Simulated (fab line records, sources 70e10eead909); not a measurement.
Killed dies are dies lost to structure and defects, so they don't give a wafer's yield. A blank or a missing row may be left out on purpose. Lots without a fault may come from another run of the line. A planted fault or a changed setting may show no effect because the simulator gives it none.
Chamber matching | flow nand_harc | NHARC_A_SLIT_DESCUM_14 on rie_diel-13: 4 sister chambers
The step chemistry O2, time 3 s. 8 wafers are shown with their chamber, then 10 later ones without.

WAFERS WITH THEIR CHAMBER
wafer  | chamber | rf_vpp_V (V) | throttle_valve_pct (%)
L079.4 | 0       | 58.4         | 11.302
L083.3 | 1       | 59.0         | 11.305
L083.4 | 3       | 58.7         | 11.310
L087.2 | 1       | 58.7         | 11.306
L087.3 | 0       | 57.7         | 11.311
L087.5 | 2       | 57.8         | 11.301
L089.2 | 3       | 59.6         | 11.331
L089.3 | 2       | 57.6         | 11.323

WAFERS WITHOUT THEIR CHAMBER
wafer  | rf_vpp_V (V) | throttle_valve_pct (%)
L089.5 | 57.8         | 11.312
L092.1 | 56.6         | 11.309
L092.4 | 57.8         | 11.321
L092.6 | 57.6         | 11.308
L096.1 | 59.2         | 11.305
L096.2 | 58.3         | 11.311
L096.3 | 59.2         | 11.310
L096.4 | 58.6         | 11.316
L096.5 | 59.2         | 11.304
L096.6 | 58.1         | 11.317

WHICH CHAMBER EACH WENT THROUGH
wafer  | from the rows above               | in truth
L089.5 | can't be placed: 2 or 0           | 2
L092.1 | can't be placed: 2 or 0           | 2
L092.4 | can't be placed: 2 or 0           | 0
L092.6 | can't be placed: 2 or 0           | 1
L096.1 | can't be placed: 1 or 3 or 0      | 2
L096.2 | can't be placed: 0 or 1 or 2 or 3 | 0
L096.3 | can't be placed: 1 or 3 or 0      | 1
L096.4 | can't be placed: 1 or 3 or 0 or 2 | 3
L096.5 | can't be placed: 1 or 3 or 0      | 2
L096.6 | can't be placed: 0 or 2 or 1 or 3 | 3
Placed correctly: 0 of 10. Can't be placed from these rows: 10 (the true chamber is among the candidates in 7). Placed wrongly: 0.
How it was worked out, from the rows above alone: a wafer's distance from a chamber is the root of the sum, over the readings, of the square of ((its reading less the chamber's mean) divided by the reading's scatter). The wafer belongs to the nearest chamber; if the next one is less than 2 further off, it can't be placed. A chamber's mean is the mean of its shown wafers. The scatter: the root of (the sum of the squares of (reading less its chamber's mean) over the shown wafers, divided by (wafers less chambers)).
